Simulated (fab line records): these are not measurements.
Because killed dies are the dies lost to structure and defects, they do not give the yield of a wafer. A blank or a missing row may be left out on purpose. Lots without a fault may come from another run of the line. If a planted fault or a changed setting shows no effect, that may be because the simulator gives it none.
fab line records + flow nand-harc + part 2 of 2: steps 5 to 6 of 6
[record]
- lots = 23
- wafers = 69
- last-day = 33
route steps=1302 shown A_STAIRCASE@706
lots that met no fault: from a run of the same line without faults
start-h: hours from the record's first day to the start of the lot's first wafer shown + wait-h: hours elapsed since this lot's preceding step + " same as the row above + L1.1+2: a row that stands for several wafers + - no value, or no start was given + * or withheld: withheld + < > ~ a bound
route shown NAME@n: names a module that has steps shown in the file, with the first one's number in the route + usual: mean and standard deviation over wafers with no fault + same: alike in all rows + chamber/n: place in a boat + sites: the reading at each site + _std_site: the values' standard deviation + _edge_site: outer sites' mean less inner sites' + radius-mm: how far each site lies from the wafer's centre + mask NAME#n: copy n + behind: the tool/chamber that last shaped the wafer + hold: cause of the lot's hold/its duration in hours/its outcome + device: transistor that didn't switch, given as n, p or np + end of line: the same wafers' tests at the end of the route + step lacking rows: just its recipe + killed: at the first sort, the dies lost to defects and structure; wafer yield is something else + map: a wafer's dies, marking killed ones x, the rest . and places with no die _
set.NAME: the setting that was run; set.NAME@STEP: the one run at that earlier step + model.NAME: the simulator's own value behind a step, which no gauge read
steps of the route over a sample of lots; a table a step, a row a wafer
services: from which hour (start-h, from the record's first day; less than 0 if before it) a tool's chamber was out of use, for how many hours, and why
[[steps]]
[step NHARC_A_STAIRCASE_ETCH_271]
[recipe]
- cf4-flow-sccm = 100
- chf3-flow-sccm = 30
- ar-flow-sccm = 0
- rf-w = 500
- bias-w = 200
- chemistry = CF4/CHF3
[usual]
- drypump-motor-current-A = 5.8/0.39
- oes-product-au = 0.953/0.021
- rf-vpp-V = 370.9/2.1
- showerhead-plenum-p-Torr = 1.59/0.062
- throttle-valve-pct = 16.803/0.01
| lot.wafer | tool        | chamber | start-h | wait-h | drypump-motor-current-A | oes-product-au | rf-hours-counter-h | rf-vpp-V | showerhead-plenum-p-Torr | throttle-valve-pct |
|-----------|-------------|---------|---------|--------|-------------------------|----------------|--------------------|----------|--------------------------|--------------------|
| L074.1    | rie-diel-13 | 0       | 372.17  | 0.1    | 5.9                     | 0.951          | 8                  | 370.7    | 1.63                     | 16.801             |
| L074.3    | "           | 3       | "       | "      | 5.9                     | 0.965          | 8                  | 371.0    | 1.59                     | 16.805             |
| L074.6    | "           | 2       | "       | "      | 5.8                     | 0.952          | -                  | 369.8    | 1.52                     | 16.815             |
| L075.4    | rie-diel-02 | 0       | 375.17  | 0.1    | 6.3                     | 0.912          | 53                 | 367.1    | 1.49                     | 16.799             |
| L075.1    | "           | 1       | "       | "      | 5.1                     | 0.950          | 43                 | 372.8    | 1.64                     | 16.800             |
| L075.5    | "           | 1       | "       | "      | 5.1                     | 0.940          | -                  | 372.2    | 1.64                     | 16.812             |
| L077.3    | rie-diel-09 | 3       | 393.75  | 0.1    | 5.0                     | 0.975          | 22                 | 369.4    | 1.51                     | 16.783             |
| L077.4    | "           | 1       | "       | "      | 5.5                     | 0.977          | 24                 | 371.0    | 1.59                     | 16.796             |
| L077.6    | "           | 0       | "       | "      | 6.2                     | 0.969          | -                  | 373.6    | 1.68                     | 16.797             |
| L076.1    | rie-diel-13 | 2       | 399.11  | 0.1    | 5.8                     | 0.950          | 21                 | 369.7    | 1.52                     | 16.794             |
| L076.4    | "           | 0       | "       | "      | 5.9                     | 0.923          | 19                 | 372.7    | 1.62                     | 16.804             |
| L076.5    | "           | 1       | "       | "      | 5.9                     | 0.953          | -                  | 370.9    | 1.62                     | 16.799             |
| L078.2    | rie-diel-13 | 3       | 401.60  | 1.1    | 5.9                     | 0.934          | 23                 | 371.6    | 1.58                     | 16.793             |
| L078.3    | "           | 0       | "       | "      | 5.9                     | 0.920          | 21                 | 371.3    | 1.62                     | 16.786             |
| L078.5    | "           | 2       | "       | "      | 5.8                     | 0.935          | -                  | 369.4    | 1.52                     | 16.797             |
| L079.3    | rie-diel-02 | 0       | 425.86  | 0.1    | 6.3                     | 0.947          | 6                  | 366.8    | 1.49                     | 16.814             |
| L079.1    | "           | 3       | "       | "      | 5.7                     | 0.951          | 6                  | 370.0    | 1.59                     | 16.784             |
| L079.6    | "           | 1       | "       | "      | 5.1                     | 0.940          | -                  | 373.6    | 1.63                     | 16.820             |
| L080.1    | rie-diel-02 | 2       | 436.17  | 0.1    | 5.6                     | 0.933          | 7                  | 373.0    | 1.70                     | 16.810             |
| L080.4    | "           | 0       | "       | "      | 6.2                     | 0.931          | 8                  | 368.9    | 1.49                     | 16.803             |
| L080.6    | "           | 1       | "       | "      | 5.1                     | 0.920          | -                  | 371.7    | 1.63                     | 16.798             |
| L081.2    | rie-diel-13 | 1       | 446.42  | 0.1    | 5.9                     | 0.956          | 17                 | 370.3    | 1.61                     | 16.792             |
| L081.4    | "           | 0       | "       | "      | 5.9                     | 0.966          | 36                 | 371.8    | 1.62                     | 16.813             |
| L081.6    | "           | 2       | "       | "      | 5.8                     | 0.973          | -                  | 368.2    | 1.52                     | 16.805             |
| L082.4    | rie-diel-09 | 2       | 465.40  | 0.1    | 6.3                     | 0.966          | 49                 | 372.1    | 1.63                     | 16.799             |
| L082.3    | "           | 3       | "       | "      | 5.0                     | 0.972          | 51                 | 367.9    | 1.51                     | 16.803             |
| L082.6    | "           | 1       | "       | "      | 5.5                     | 0.969          | -                  | 371.0    | 1.59                     | 16.808             |
| L084.4    | rie-diel-02 | 3       | 477.55  | 0.1    | 5.7                     | 0.946          | 27                 | 371.4    | 1.58                     | 16.800             |
| L084.2    | "           | 2       | "       | "      | 5.6                     | 0.985          | 24                 | 375.0    | 1.69                     | 16.803             |
| L084.5    | "           | 0       | "       | "      | 6.3                     | 0.981          | -                  | 368.1    | 1.49                     | 16.814             |
| L083.1    | rie-diel-09 | 2       | 479.39  | 0.1    | 6.3                     | 0.921          | 52                 | 373.5    | 1.63                     | 16.809             |
| L083.3    | "           | 1       | "       | "      | 5.5                     | 0.934          | 49                 | 370.4    | 1.59                     | 16.788             |
| L083.5    | "           | 2       | "       | "      | 6.3                     | 0.937          | -                  | 372.5    | 1.63                     | 16.817             |
| L086.2    | rie-diel-13 | 3       | 485.51  | 0.1    | 5.9                     | 0.979          | 52                 | 369.9    | 1.58                     | 16.811             |
| L086.3    | "           | 0       | "       | "      | 5.9                     | 0.971          | 50                 | 372.8    | 1.62                     | 16.823             |
| L086.6    | "           | 1       | "       | "      | 5.9                     | 0.986          | -                  | 372.0    | 1.61                     | 16.801             |
| L085.1    | rie-diel-02 | 0       | 485.65  | 0.1    | 6.3                     | 0.922          | 24                 | 368.6    | 1.49                     | 16.810             |
| L085.3    | "           | 1       | "       | "      | 5.2                     | 0.925          | 21                 | 372.0    | 1.63                     | 16.804             |
| L085.2    | "           | 2       | "       | "      | 5.6                     | 0.941          | 26                 | 373.3    | 1.69                     | 16.801             |
| L089.4    | rie-diel-13 | 2       | 518.02  | 0.1    | 5.8                     | 0.960          | 59                 | 369.0    | 1.51                     | 16.806             |
| L089.1    | "           | 3       | "       | "      | 5.9                     | 0.980          | 63                 | 370.6    | 1.57                     | 16.808             |
| L089.6    | "           | 3       | "       | "      | 5.9                     | 0.980          | -                  | 370.2    | 1.57                     | 16.799             |
| L088.1    | rie-diel-09 | 3       | 523.21  | 0.1    | 5.0                     | 0.957          | 3                  | 368.0    | 1.50                     | 16.797             |
| L088.4    | "           | 1       | "       | "      | 5.5                     | 0.987          | 3                  | 370.8    | 1.58                     | 16.792             |
| L088.5    | "           | 3       | "       | "      | 5.0                     | 0.978          | -                  | 368.0    | 1.50                     | 16.794             |
| L091.3    | rie-diel-13 | 3       | 539.22  | 0.2    | 5.9                     | 0.953          | 7                  | 370.7    | 1.57                     | 16.812             |
| L091.2    | "           | 0       | "       | "      | 5.8                     | 0.948          | 7                  | 372.0    | 1.61                     | 16.789             |
| L091.6    | "           | 0       | "       | "      | 5.8                     | 0.944          | -                  | 372.5    | 1.61                     | 16.798             |
| L093.3    | rie-diel-09 | 3       | 548.70  | 0.1    | 4.9                     | 0.974          | 13                 | 366.3    | 1.50                     | 16.804             |
| L093.4    | "           | 0       | "       | "      | 6.2                     | 0.963          | 13                 | 372.8    | 1.67                     | 16.794             |
| L093.6    | "           | 3       | "       | "      | 5.0                     | 0.976          | -                  | 368.6    | 1.50                     | 16.818             |
| L090.1    | rie-diel-02 | 3       | 549.55  | 0.1    | 5.7                     | 0.973          | 51                 | 369.8    | 1.57                     | 16.810             |
| L090.6    | "           | 2       | "       | "      | 5.6                     | 0.971          | -                  | 375.4    | 1.69                     | 16.809             |
| L090.5    | "           | 3       | "       | "      | 5.7                     | 0.973          | -                  | 371.6    | 1.57                     | 16.813             |
| L092.4    | rie-diel-02 | 1       | 566.28  | 0.1    | 5.1                     | 0.922          | 49                 | 371.3    | 1.62                     | 16.800             |
| L092.6    | "           | 2       | "       | "      | 5.7                     | 0.924          | -                  | 374.5    | 1.68                     | 16.811             |
| L092.5    | "           | 3       | "       | "      | 5.7                     | 0.918          | -                  | 370.9    | 1.57                     | 16.805             |
| L094.1    | rie-diel-13 | 0       | 574.39  | 0.5    | 5.9                     | 0.935          | 17                 | 371.6    | 1.61                     | 16.814             |
| L094.4    | "           | 1       | "       | "      | 5.9                     | 0.931          | 15                 | 373.5    | 1.60                     | 16.814             |
| L094.2    | "           | 2       | "       | "      | 5.7                     | 0.936          | 17                 | 367.0    | 1.51                     | 16.796             |
| L095.2    | rie-diel-09 | 1       | 577.58  | 0.1    | 5.5                     | 0.942          | 25                 | 372.3    | 1.58                     | 16.806             |
| L095.3    | "           | 2       | "       | "      | 6.3                     | 0.937          | 28                 | 372.8    | 1.62                     | 16.804             |
| L095.6    | "           | 1       | "       | "      | 5.5                     | 0.934          | -                  | 370.4    | 1.58                     | 16.820             |
| L096.4    | rie-diel-02 | 1       | 598.78  | 0.1    | 5.1                     | 0.959          | 5                  | 371.0    | 1.62                     | 16.811             |
| L096.2    | "           | 2       | "       | "      | 5.6                     | 0.974          | 5                  | 374.5    | 1.68                     | 16.801             |
| L096.5    | "           | 0       | "       | "      | 6.2                     | 0.975          | -                  | 367.5    | 1.48                     | 16.796             |
| L097.4    | rie-diel-13 | 3       | 598.94  | 0.1    | 5.9                     | 0.971          | 31                 | 370.2    | 1.57                     | 16.790             |
| L097.2    | "           | 0       | "       | "      | 5.8                     | 0.980          | 28                 | 371.6    | 1.61                     | 16.806             |
| L097.5    | "           | 2       | "       | "      | 5.8                     | 0.966          | -                  | 368.0    | 1.50                     | 16.795             |
[step NHARC_A_STAIRCASE_ETCH_452]
[recipe]
- target-depth-a = 300
- overetch-a = 30
- time-s = 16.5
- ion-energy-ev = 100
- cf4-flow-sccm = 80
- o2-flow-sccm = 20
- ar-flow-sccm = 0
- rf-w = 300
- bias-w = 100
- chemistry = CF4/O2
[usual]
- drypump-motor-current-A = 5.8/0.39
- oes-product-au = 1.000/0.0095
- rf-vpp-V = 198.1/1.2
- showerhead-plenum-p-Torr = 1.35/0.053
- throttle-valve-pct = 13.397/0.0089
| lot.wafer | tool        | chamber | start-h | wait-h | drypump-motor-current-A | oes-product-au | rf-hours-counter-h | rf-vpp-V | showerhead-plenum-p-Torr | throttle-valve-pct |
|-----------|-------------|---------|---------|--------|-------------------------|----------------|--------------------|----------|--------------------------|--------------------|
| L074.3    | rie-diel-02 | 2       | -       | -      | 5.6                     | 0.997          | 51                 | 196.3    | 1.23                     | 13.399             |
| L074.1    | "           | 3       | "       | "      | 5.7                     | 1.000          | 56                 | 198.1    | 1.35                     | 13.384             |
| L074.6    | "           | 0       | "       | "      | 6.3                     | 0.988          | -                  | 197.8    | 1.27                     | 13.386             |
| L075.1    | rie-diel-13 | 2       | -       | -      | 5.7                     | 1.009          | 14                 | 197.8    | 1.29                     | 13.389             |
| L075.4    | "           | 3       | "       | "      | 5.9                     | 1.001          | -                  | 197.3    | 1.35                     | 13.413             |
| L075.5    | "           | 3       | "       | "      | 5.9                     | 1.009          | -                  | 197.8    | 1.35                     | 13.408             |
| L077.3    | rie-diel-09 | 0       | -       | -      | 6.2                     | 0.988          | 31                 | 198.1    | 1.43                     | 13.388             |
| L077.4    | "           | 3       | "       | "      | 4.9                     | 0.994          | 30                 | 195.9    | 1.28                     | 13.396             |
| L077.6    | "           | 1       | "       | "      | 5.5                     | 0.989          | -                  | 197.4    | 1.35                     | 13.409             |
| L076.4    | rie-diel-13 | 3       | -       | -      | 5.9                     | 1.008          | 25                 | 198.3    | 1.34                     | 13.398             |
| L076.1    | "           | 1       | "       | "      | 5.9                     | 0.996          | 8                  | 200.1    | 1.37                     | 13.389             |
| L076.5    | "           | 2       | "       | "      | 5.8                     | 0.998          | -                  | 195.9    | 1.29                     | 13.406             |
| L078.2    | rie-diel-09 | 2       | -       | -      | 6.3                     | 0.996          | 31                 | 200.1    | 1.39                     | 13.401             |
| L078.3    | "           | 0       | "       | "      | 6.2                     | 0.986          | 32                 | 199.1    | 1.43                     | 13.403             |
| L078.5    | "           | 1       | "       | "      | 5.5                     | 1.000          | -                  | 197.8    | 1.35                     | 13.389             |
| L079.1    | rie-diel-02 | 2       | -       | -      | 5.6                     | 1.018          | 7                  | 198.7    | 1.44                     | 13.390             |
| L079.3    | "           | 3       | "       | "      | 5.7                     | 0.990          | 9                  | 198.1    | 1.35                     | 13.402             |
| L079.6    | "           | 3       | "       | "      | 5.7                     | 0.987          | -                  | 197.2    | 1.35                     | 13.409             |
| L080.1    | rie-diel-13 | 0       | -       | -      | 5.9                     | 0.994          | 35                 | 199.2    | 1.37                     | 13.412             |
| L080.4    | "           | 2       | "       | "      | 5.8                     | 1.015          | 33                 | 198.0    | 1.28                     | 13.382             |
| L080.6    | "           | 0       | "       | "      | 5.9                     | 0.989          | -                  | 198.0    | 1.37                     | 13.391             |
| L081.2    | rie-diel-13 | 0       | -       | -      | 5.9                     | 0.994          | 38                 | 198.5    | 1.37                     | 13.404             |
| L081.4    | "           | 1       | "       | "      | 5.9                     | 1.005          | 19                 | 199.1    | 1.37                     | 13.399             |
| L081.6    | "           | 0       | "       | "      | 5.9                     | 1.002          | -                  | 199.3    | 1.37                     | 13.386             |
| L082.3    | rie-diel-13 | 2       | -       | -      | 5.8                     | 1.004          | 45                 | 198.9    | 1.28                     | 13.390             |
| L082.4    | "           | 3       | "       | "      | 5.9                     | 1.002          | 50                 | 197.3    | 1.34                     | 13.402             |
| L082.6    | "           | 0       | "       | "      | 5.8                     | 0.997          | -                  | 199.6    | 1.37                     | 13.416             |
| L084.4    | rie-diel-02 | 1       | -       | -      | 5.1                     | 0.987          | 22                 | 196.4    | 1.38                     | 13.398             |
| L084.2    | "           | 2       | "       | "      | 5.6                     | 1.016          | 27                 | 199.5    | 1.44                     | 13.393             |
| L084.5    | "           | 1       | "       | "      | 5.1                     | 0.986          | -                  | 199.9    | 1.38                     | 13.386             |
| L083.1    | rie-diel-09 | 2       | -       | -      | 6.3                     | 1.006          | 58                 | 198.6    | 1.38                     | 13.389             |
| L083.3    | "           | 0       | "       | "      | 6.2                     | 1.000          | 54                 | 199.3    | 1.42                     | 13.390             |
| L083.5    | "           | 1       | "       | "      | 5.5                     | 1.002          | -                  | 198.2    | 1.35                     | 13.408             |
| L086.3    | rie-diel-09 | 2       | -       | -      | 6.3                     | 0.994          | 58                 | 199.9    | 1.38                     | 13.396             |
| L086.2    | "           | 3       | "       | "      | 5.0                     | 0.998          | 58                 | 196.5    | 1.27                     | 13.407             |
| L086.6    | "           | 0       | "       | "      | 6.2                     | 0.998          | -                  | 199.9    | 1.42                     | 13.402             |
| L085.1    | rie-diel-02 | 2       | -       | -      | 5.6                     | 1.006          | 28                 | 200.3    | 1.44                     | 13.394             |
| L085.3    | "           | 0       | "       | "      | 6.2                     | 1.004          | 25                 | 197.3    | 1.26                     | 13.388             |
| L085.2    | "           | 1       | "       | "      | 5.1                     | 0.988          | 23                 | 199.5    | 1.38                     | 13.391             |
| L089.4    | rie-diel-09 | 2       | -       | -      | 6.4                     | 0.989          | 4                  | 198.5    | 1.38                     | 13.393             |
| L089.1    | "           | 3       | "       | "      | 4.9                     | 0.999          | 5                  | 197.1    | 1.27                     | 13.400             |
| L089.6    | "           | 1       | "       | "      | 5.5                     | 0.999          | -                  | 198.1    | 1.34                     | 13.391             |
| L088.4    | rie-diel-09 | 3       | -       | -      | 5.0                     | 0.984          | 7                  | 195.7    | 1.27                     | 13.391             |
| L088.1    | "           | 0       | "       | "      | 6.2                     | 0.979          | 7                  | 199.9    | 1.42                     | 13.409             |
| L088.5    | "           | 2       | "       | "      | 6.3                     | 1.010          | -                  | 197.6    | 1.38                     | 13.392             |
| L091.2    | rie-diel-13 | 0       | -       | -      | 5.8                     | 1.000          | 9                  | 199.1    | 1.37                     | 13.393             |
| L091.3    | "           | 1       | "       | "      | 5.9                     | 1.013          | 7                  | 197.6    | 1.36                     | 13.402             |
| L091.6    | "           | 0       | "       | "      | 5.8                     | 0.999          | -                  | 198.6    | 1.37                     | 13.395             |
| L093.3    | rie-diel-02 | 3       | -       | -      | 5.7                     | 0.985          | 54                 | 198.7    | 1.34                     | 13.394             |
| L093.4    | "           | 0       | "       | "      | 6.3                     | 0.994          | 50                 | 196.2    | 1.25                     | 13.408             |
| L093.6    | "           | 2       | "       | "      | 5.6                     | 1.004          | -                  | 199.6    | 1.43                     | 13.383             |
| L090.1    | rie-diel-09 | 0       | -       | -      | 6.2                     | 0.991          | 16                 | 198.6    | 1.42                     | 13.397             |
| L090.5    | "           | 0       | "       | "      | 6.2                     | 0.996          | -                  | 197.5    | 1.42                     | 13.404             |
| L090.6    | "           | 1       | "       | "      | 5.5                     | 1.013          | -                  | 197.2    | 1.34                     | 13.415             |
| L092.4    | rie-diel-13 | 0       | -       | -      | 5.9                     | 1.002          | 17                 | 199.3    | 1.37                     | 13.411             |
| L092.6    | "           | 3       | "       | "      | 5.9                     | 1.016          | -                  | 197.9    | 1.33                     | 13.408             |
| L092.5    | "           | 0       | "       | "      | 5.8                     | 0.994          | -                  | 198.2    | 1.37                     | 13.408             |
| L094.2    | rie-diel-02 | 0       | -       | -      | 6.3                     | 0.992          | 0                  | 196.2    | 1.25                     | 13.400             |
| L094.4    | "           | 1       | "       | "      | 5.1                     | 0.993          | 0                  | 197.8    | 1.38                     | 13.386             |
| L094.1    | "           | 2       | "       | "      | 5.6                     | 1.023          | 0                  | 201.6    | 1.43                     | 13.387             |
| L095.2    | rie-diel-02 | 2       | -       | -      | 5.6                     | 1.004          | 1                  | 200.4    | 1.43                     | 13.397             |
| L095.3    | "           | 3       | "       | "      | 5.7                     | 1.006          | 1                  | 198.7    | 1.33                     | 13.385             |
| L095.6    | "           | 0       | "       | "      | 6.2                     | 0.984          | -                  | 195.2    | 1.25                     | 13.402             |
| L096.2    | rie-diel-13 | 2       | -       | -      | 5.8                     | 1.000          | 27                 | 196.3    | 1.27                     | 13.396             |
| L096.4    | "           | 3       | "       | "      | 5.9                     | 1.001          | 33                 | 197.6    | 1.33                     | 13.405             |
| L096.5    | "           | 1       | "       | "      | 6.0                     | 1.004          | -                  | 198.4    | 1.36                     | 13.389             |
| L097.2    | rie-diel-02 | 2       | -       | -      | 5.6                     | 1.004          | 7                  | 199.6    | 1.43                     | 13.398             |
| L097.4    | "           | 0       | "       | "      | 6.3                     | 0.999          | 8                  | 197.1    | 1.25                     | 13.395             |
| L097.5    | "           | 2       | "       | "      | 5.6                     | 1.008          | -                  | 199.4    | 1.43                     | 13.389             |
[[services]]
| tool        | chamber | start-h | hours | kind   |
|-------------|---------|---------|-------|--------|
| rie-diel-02 | 2       | 341.29  | 2.4   | repair |
| rie-diel-13 | -       | 342.08  | 9.0   | pm     |
| rie-diel-02 | 0       | 350.40  | -     | clean  |
| rie-diel-02 | 1       | 350.40  | -     | clean  |
| rie-diel-02 | 2       | 350.40  | -     | clean  |
| rie-diel-02 | 3       | 350.40  | -     | clean  |
| rie-diel-13 | 1       | 351.99  | 40.0  | repair |
| rie-diel-09 | 3       | 361.40  | 6.2   | repair |
| rie-diel-02 | 0       | 374.90  | -     | clean  |
| rie-diel-02 | 1       | 374.90  | -     | clean  |
| rie-diel-02 | 2       | 374.90  | -     | clean  |
| rie-diel-02 | 3       | 374.90  | -     | clean  |
| rie-diel-13 | 0       | 382.44  | 5.4   | repair |
| rie-diel-02 | -       | 394.00  | 9.0   | pm     |
| rie-diel-02 | 3       | 410.58  | 1.3   | repair |
| rie-diel-02 | 2       | 417.28  | 3.9   | repair |
| rie-diel-09 | 0       | 419.70  | 5.8   | repair |
| rie-diel-09 | 1       | 440.37  | 1.2   | repair |
| rie-diel-13 | -       | 444.72  | 1.3   | repair |
| rie-diel-09 | -       | 497.45  | 9.0   | pm     |
| rie-diel-13 | -       | 519.58  | 9.0   | pm     |
| rie-diel-02 | 3       | 538.62  | 6.4   | repair |
| rie-diel-13 | -       | 556.80  | 1.1   | repair |
| rie-diel-02 | -       | 571.06  | 9.0   | pm     |
